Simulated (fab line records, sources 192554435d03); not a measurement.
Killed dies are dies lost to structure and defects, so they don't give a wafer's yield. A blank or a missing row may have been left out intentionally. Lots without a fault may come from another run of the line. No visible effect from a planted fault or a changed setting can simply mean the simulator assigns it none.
A struck lot beside a sound one / flow n5-finfet / 25 steps out of a route of 1938
Sound: wafers L954.3, L954.4. Wafers L951.1, L951.3, L951.5 were the ones struck. Last of all comes the cause.
Order at every step that has rows: each side's tool, ch and its chambers, its first start. Under that, the readings that differ: sound wafers / struck wafers / difference of the means / sigmas: that difference in standard deviations of wafers without a fault.
alike: readings with means less than 2 such deviations apart, plus words and numbers identical on both sides. not compared: withheld readings, readings lacking a value on some wafer, bounds such as >300 that could conceal the same value, and numbers that have no deviation in the record and whose values overlap.
A row with sigmas, a row that says differs or no value, or rows on one side alone: a step with any of these is where the two part. Numbers that have no deviation but don't overlap get no sigmas and don't part them. A reading that every wafer of one side lacks parts them only if that side has two wafers or more.

N5_BEOL_M7_THK_MEAS_53: measures by xrf.
  sound on film-metro-01 at day 14 14:58; struck on film-metro-02 at day 14 21:23
  alike: M7_THK
then, 2 steps without rows for these wafers: N5_BEOL_M7_PRE_CLEAN_55 (time 15 s); N5_BEOL_M7_DEP_56 (deposits SiCN from 3MS/NH3, target thk 10 nm, time 17.5 s).
N5_BEOL_M7_RS_MEAS_57: measures by four-point-probe.
  sound on film-metro-01 at day 14 15:05; struck on film-metro-01 at day 14 21:35
  alike: M7_RS
N5_BEOL_M7_INSPECT_58: inspects for defects (darkfield).
  sound on defect-inspect-01 at day 14 15:07; struck on defect-inspect-02 at day 14 21:36
reading=raw-defect-count; sound=40 42; struck=106 91 94; difference=+56; sigmas=+2
N5_BEOL_M8_ILD_DEP_00: deposits SiCOH lowk from DEMS/porogen, target thk 179.75 nm, time 33.4 s.
  sound on pecvd-03 ch 1,2, day 14 15:10; struck on pecvd-03 ch 1,2, day 14 21:38
  alike: chamber-pressure-Torr, heater-power-w, showerhead-plenum-p-Torr, susceptor-temp-C, throttle-valve-pct
N5_BEOL_M8_CURE_74: cures SiCOH lowk, time 240 s.
  sound on uv-cure-02 ch 1, day 14 15:23; struck on uv-cure-03 ch 1, day 14 21:46
  alike: lamp-power-pct, wafer_temp_C_max
N5_BEOL_M8_THK_MEAS_01:
  sound on film-metro-01 at day 14 15:45; struck on film-metro-02 at day 14 22:17
  alike: M8_ILD_THK
N5_BEOL_M8_PECVD_70: deposits SiO2 from TEOS/O2, target thk 20 nm, time 22.7 s.
  sound on pecvd-02 ch 1,2, day 14 15:47; struck on pecvd-04 ch 0,1, day 14 22:19
reading=throttle-valve-pct (%); sound=23.3 20.1; struck=23.0 27.3 27.4; difference=+4.2; sigmas=+2
  alike: chamber-pressure-Torr, heater-power-w, showerhead-plenum-p-Torr, susceptor-temp-C
N5_BEOL_M8_HM_DEP_02: deposits TiN, target thk 20 nm.
  sound on pvd-sputter-03 at day 14 16:58; struck on pvd-sputter-02 at day 14 23:04
  alike: chamber-pressure-pa, susceptor-temp-C, throttle-valve-pct
then, 2 steps without rows for these wafers: N5_BEOL_M8_COAT_59 (time 60 s, resist thk 100 nm); N5_BEOL_M8_COAT_60 (time 60 s, resist thk 35 nm).
N5_BEOL_M8_COAT_05: resist thk 90 nm.
  sound on litho-track-02 ch 0, day 14 17:07; struck on litho-track-01 ch 0, day 14 23:11
reading=spin-speed-rpm (rpm); sound=1499.1 1500.4; struck=1425.4 1425.8 1425.5; difference=-74.2; sigmas=-78
reading=model.CAR-ArF_of_BEOL_M8_COAT_05.thk-nm (nm); sound=90 90; struck=92.2 92 92.4; difference=+2.2; sigmas=
  alike: exhaust-pa
then, 5 steps without rows for these wafers: N5_BEOL_M8_EBR_07; N5_BEOL_M8_SOFTBAKE_06 (time 60 s); N5_BEOL_M8_EXPOSE_08 (exposes mask M8); N5_BEOL_M8_PEB_09 (peb time 60 s); N5_BEOL_M8_DEVELOP_10 (develop time 30 s).
N5_BEOL_M8_CD_MEAS_11: target cd 38.5 nm.
  sound on cd-sem-03 ch 0, day 14 17:29; struck on cd-sem-02 ch 0, day 14 23:26
reading=cd-nm (nm); sound=39.4 39.2; struck=38.0 38.0 38.4; difference=-1.2; sigmas=-2
N5_BEOL_M8_OVL_MEAS_12:
  sound on overlay-02 ch 0, day 14 17:31; struck on overlay-02 ch 0, day 14 23:28
  alike: M8_OVL
N5_BEOL_M8_INSPECT_13: inspects for defects (brightfield).
  sound on defect-inspect-02 at day 14 17:32; struck on defect-inspect-02 at day 14 23:29
  alike: raw-defect-count
then, 1 step without rows for these wafers: N5_BEOL_M8_DESCUM_16 (chemistry O2, time 7.9 s).
N5_BEOL_M8_ETCH_61: etches SiARC in CF4, target depth 45.5 nm, time 75.8 s.
  sound on rie-diel-01 ch 0,3, day 14 17:45; struck on rie-diel-04 ch 0,3, day 14 23:34
reading=model.CAR-ArF_of_BEOL_M8_COAT_05.thk-nm (nm); sound=51 51; struck=53.2 52.6 53.2; difference=+2.0; sigmas=
  alike: drypump-motor-current-A, etch-rf-on-time-s, oes-product-au, rf-vpp-V, showerhead-plenum-p-Torr, throttle-valve-pct
  not compared: rf-hours-counter-h
N5_BEOL_M8_ETCH_62: etches SOC in N2/H2, target depth 110 nm, overetch 22 nm, time 165 s.
  sound on rie-diel-01 ch 0,3, day 14 17:48; struck on rie-diel-04 ch 0,3, day 14 23:37
  alike: drypump-motor-current-A, oes-product-au, rf-vpp-V, showerhead-plenum-p-Torr, throttle-valve-pct
  not compared: rf-hours-counter-h
after that, 1 step had no rows for these wafers: N5_PASSIVATION_PROBE_49.

## WHERE THEY PART
At N5_BEOL_M7_INSPECT_58 first; at N5_BEOL_M8_CD_MEAS_11 last (within this record only). Later steps at which nothing parts them and some readings are alike: N5_BEOL_M8_OVL_MEAS_12, N5_BEOL_M8_INSPECT_13, N5_BEOL_M8_ETCH_61, N5_BEOL_M8_ETCH_62.

WHY: whatever the simulator had introduced
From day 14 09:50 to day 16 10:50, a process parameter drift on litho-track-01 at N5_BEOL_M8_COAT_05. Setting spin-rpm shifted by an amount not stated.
